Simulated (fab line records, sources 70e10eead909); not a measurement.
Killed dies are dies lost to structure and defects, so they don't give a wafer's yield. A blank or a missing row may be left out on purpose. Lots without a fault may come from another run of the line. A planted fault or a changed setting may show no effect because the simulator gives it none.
Chamber matching | flow nand_harc | NHARC_A_ZERO_WELL_DESCUM_12 on rie_diel-05: 4 sister chambers
The step chemistry O2, time 3 s. 20 wafers are shown with their chamber, then 10 later ones without.

WAFERS WITH THEIR CHAMBER
wafer  | chamber | drypump_motor_current_A (A) | showerhead_plenum_p_Torr (Torr) | throttle_valve_pct (%)
L075.2 | 2       | 5.1                         | 1.82                            | 11.316
L075.3 | 0       | 5.1                         | 1.90                            | 11.306
L075.6 | 0       | 5.1                         | 1.89                            | 11.308
L076.1 | 3       | 5.1                         | 1.93                            | 11.303
L076.3 | 0       | 5.1                         | 1.90                            | 11.312
L076.4 | 2       | 5.1                         | 1.82                            | 11.325
L077.1 | 2       | 5.1                         | 1.82                            | 11.305
L077.4 | 3       | 5.2                         | 1.93                            | 11.307
L077.6 | 0       | 5.1                         | 1.90                            | 11.306
L078.1 | 0       | 5.1                         | 1.89                            | 11.312
L078.4 | 1       | 6.2                         | 1.90                            | 11.323
L078.5 | 3       | 5.2                         | 1.93                            | 11.314
L088.2 | 3       | 5.2                         | 1.93                            | 11.311
L088.5 | 1       | 6.2                         | 1.90                            | 11.318
L088.6 | 0       | 5.1                         | 1.89                            | 11.312
L090.1 | 2       | 5.1                         | 1.82                            | 11.314
L090.2 | 3       | 5.2                         | 1.93                            | 11.307
L090.5 | 0       | 5.1                         | 1.89                            | 11.298
L089.2 | 2       | 5.1                         | 1.82                            | 11.316
L089.3 | 3       | 5.2                         | 1.93                            | 11.309

SIGNATURES (means of the wafers above)
reading                  | chamber 0 | chamber 1 | chamber 2 | chamber 3 | scatter within a chamber
drypump_motor_current_A  | 5.100     | 6.200     | 5.100     | 5.183     | 0.0228
showerhead_plenum_p_Torr | 1.8943    | 1.9000    | 1.8200    | 1.9300    | 0.00327
throttle_valve_pct       | 11.30771  | 11.32050  | 11.31520  | 11.30850  | 0.00526
Rule: a wafer's distance from a chamber is the root of the sum, over the readings, of the square of ((its reading less the chamber's mean) divided by the reading's scatter). The wafer belongs to the nearest chamber; if the next one is less than 2 further off, it can't be placed. The scatter: the root of (the sum of the squares of (reading less its chamber's mean) over the shown wafers, divided by (wafers less chambers)).

WAFERS WITHOUT THEIR CHAMBER
wafer  | drypump_motor_current_A (A) | showerhead_plenum_p_Torr (Torr) | throttle_valve_pct (%)
L089.6 | 5.1                         | 1.89                            | 11.310
L091.1 | 5.2                         | 1.82                            | 11.331
L091.3 | 5.2                         | 1.93                            | 11.309
L091.4 | 5.1                         | 1.82                            | 11.311
L095.1 | 5.1                         | 1.82                            | 11.308
L095.2 | 5.1                         | 1.89                            | 11.303
L095.6 | 5.1                         | 1.82                            | 11.322
L096.2 | 5.1                         | 1.82                            | 11.315
L096.5 | 5.1                         | 1.82                            | 11.310
L096.6 | 6.2                         | 1.90                            | 11.309

WHICH CHAMBER EACH WENT THROUGH
wafer  | from the rows above | in truth
L089.6 | 0                   | 0
L091.1 | 2                   | 2
L091.3 | 3                   | 3
L091.4 | 2                   | 2
L095.1 | 2                   | 2
L095.2 | 0                   | 0
L095.6 | 2                   | 2
L096.2 | 2                   | 2
L096.5 | 2                   | 2
L096.6 | 1                   | 1
Placed correctly: 10 of 10. Can't be placed from these rows: 0. Placed wrongly: 0.
